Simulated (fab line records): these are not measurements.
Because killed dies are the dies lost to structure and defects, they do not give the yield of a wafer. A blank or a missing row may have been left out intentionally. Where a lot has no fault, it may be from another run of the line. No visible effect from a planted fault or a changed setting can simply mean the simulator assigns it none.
Matching of chambers -- flow n5-finfet -- 4 sister chambers for N5_BEOL_M0_STRIP_104 on rie-diel-03
The step strips in N2/H2. 8 wafers are shown with their chamber, then 9 later ones without.

WAFERS PAIRED WITH THEIR CHAMBERS
wafer,chamber,drypump-motor-current-A (A),showerhead-plenum-p-Torr (Torr)
L080.2,0,5.3,2.58
L080.4,1,5.8,2.54
L087.1,2,6.3,2.50
L087.2,3,5.2,2.55
L087.5,3,5.1,2.55
L092.2,2,6.3,2.49
L092.4,0,5.3,2.57
L092.5,1,5.8,2.53

WAFERS WHOSE CHAMBER IS MISSING
wafer,drypump-motor-current-A (A),showerhead-plenum-p-Torr (Torr)
L093.2,5.1,2.54
L093.4,5.8,2.53
L093.6,5.8,2.53
L076.2,5.7,2.53
L076.3,5.2,2.54
L076.5,6.3,2.49
L094.4,5.1,2.54
L094.5,5.3,2.57
L094.6,5.8,2.53

WHICH CHAMBER EACH WENT THROUGH
wafer,from the rows above,in truth
L093.2,3,3
L093.4,1,1
L093.6,1,1
L076.2,1,1
L076.3,3,3
L076.5,2,2
L094.4,3,3
L094.5,0,0
L094.6,1,1
Correct placement for 9 of the 9. Left unplaced by these rows: 0. Placed wrongly: 0.
How it was worked out, from the rows above alone: a wafer's distance from a chamber is the root of the sum, over the readings, of the square of ((its reading less the chamber's mean) divided by the reading's scatter). The wafer belongs to the nearest chamber; if the next one is less than 2 further off, it can't be placed. For every chamber, the mean is computed from those of its wafers that are shown. The scatter is the square root of a quotient: the sum, over the shown wafers, of each reading's squared deviation from its chamber's mean, divided by wafers minus chambers.
